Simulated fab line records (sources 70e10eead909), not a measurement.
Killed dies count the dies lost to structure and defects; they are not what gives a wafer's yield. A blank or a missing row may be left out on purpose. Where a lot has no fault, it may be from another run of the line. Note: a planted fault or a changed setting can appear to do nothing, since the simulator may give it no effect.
3 desks looking at one fault / flow nand-harc / numbers are kept per desk, each desk with only its own; the story behind them comes last

THE DEFECT DESK
For each lot, the counts of the inspections along the route, averaged over the sampled wafers that have a number. The brackets show how far a lot's mean lies from the usual mean; more than 4 standard deviations puts the lot out of limits, marked OUT.
Columns: A = raw-defect-count at NHARC_A_CHANNEL_FILL_D1_INSPECT_13, usual 294
lot=L407; first seen here=day 11 08:14; A=447
lot=L408; first seen here=day 12 04:28; A=175
lot=L410; first seen here=day 12 12:07; A=524
lot=L409; first seen here=day 12 12:08; A=280
lot=L411; first seen here=day 12 19:15; A=351
lot=L413; first seen here=day 13 08:41; A=370
lot=L414; first seen here=day 14 10:01; A=136
lot=L421; first seen here=day 17 05:32; A=211
lot=L425; first seen here=day 18 09:40; A=340
lot=L427; first seen here=day 19 13:44; A=227
lot=L426; first seen here=day 19 13:45; A=169
lot=L428; first seen here=day 19 20:53; A=271
lot=L429; first seen here=day 20 13:05; A=125
Finding of this desk: none of the 13 lots has anything out of limits.

AT THE METROLOGY DESK
Lot by lot, what the gauges showed, no matter which tool ran the lot: averages of those sampled wafers that carry a number. The brackets show how far a lot's mean lies from the usual mean; more than 4 standard deviations puts the lot out of limits, marked OUT.
Columns: A = thk-nm at NHARC_A_ONON_D2_THK_MEAS_11, usual 996 nm; B = thk-nm at NHARC_A_ONON_D2_THK_MEAS_14, usual 1000 nm
lot=L407; first seen here=day 12 22:38; A=992; B=1001
lot=L408; first seen here=day 13 19:58; A=995; B=1013
lot=L410; first seen here=day 14 02:49; A=995; B=1001
lot=L409; first seen here=day 14 02:52; A=982; B=1013
lot=L411; first seen here=day 14 10:02; A=995; B=1009
lot=L413; first seen here=day 14 20:29; A=1011; B=994
lot=L414; first seen here=day 15 22:23; A=1014; B=818 (-21) OUT
lot=L421; first seen here=day 18 15:51; A=998; B=1002
lot=L425; first seen here=day 19 19:36; A=1005; B=1007
lot=L426; first seen here=day 21 01:16; A=985; B=999
lot=L427; first seen here=day 21 01:16; A=986; B=988
lot=L428; first seen here=day 21 07:52; A=1011; B=1001
lot=L429; first seen here=day 22 06:35; A=1006; B=993
Finding of this desk: L414 out of limits; the first was L414 at day 15 22:57, on thk-nm at NHARC_A_ONON_D2_THK_MEAS_14. In limits: L407, L408, L410, L409, L411, L413, L421, L425, L426, L427, L428, L429.

THE TOOL OWNER'S DESK: pecvd-onon-02
The tool's own readings at NHARC_A_ONON_D2_DEP_12 (target thk 1000 nm): means of the sampled wafers that have a number, for each lot that ran on this tool. The brackets show how far a lot's mean lies from the usual mean; more than 4 standard deviations puts the lot out of limits, marked OUT.
Columns: A = n2o-flow-sccm at NHARC_A_ONON_D2_DEP_12, usual 2001 sccm
lot=L407; first seen here=day 12 22:41; A=1997
lot=L410; first seen here=day 14 02:56; A=2000
lot=L411; first seen here=day 14 10:14; A=1999
lot=L414; first seen here=day 15 22:30; A=2007
lot=L425; first seen here=day 19 19:39; A=2003
lot=L426; first seen here=day 21 01:30; A=2007
lot=L428; first seen here=day 21 07:55; A=2005
lot=L429; first seen here=day 22 06:38; A=2004
Finding of this desk: none of the 8 lots has anything out of limits.

TAKEN TOGETHER
On L414, the metrology desk was in a position to raise an alarm at day 15 22:57.
Nothing out of limits was seen by the defect desk.
The tool owner's desk saw nothing out of limits.
The defect desk has L414 on record, within its limits.
The tool owner's desk has L414 on record, within its limits.
Every lot named ran NHARC_A_ONON_D2_DEP_12 on pecvd-onon-02.

WHAT WAS PUT IN BY THE SIMULATOR
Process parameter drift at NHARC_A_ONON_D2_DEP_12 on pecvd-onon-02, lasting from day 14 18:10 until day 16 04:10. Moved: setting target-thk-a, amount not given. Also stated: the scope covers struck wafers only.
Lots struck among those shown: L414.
Hours from the fault's start to each desk's first reading out of limits: the metrology desk, 29.
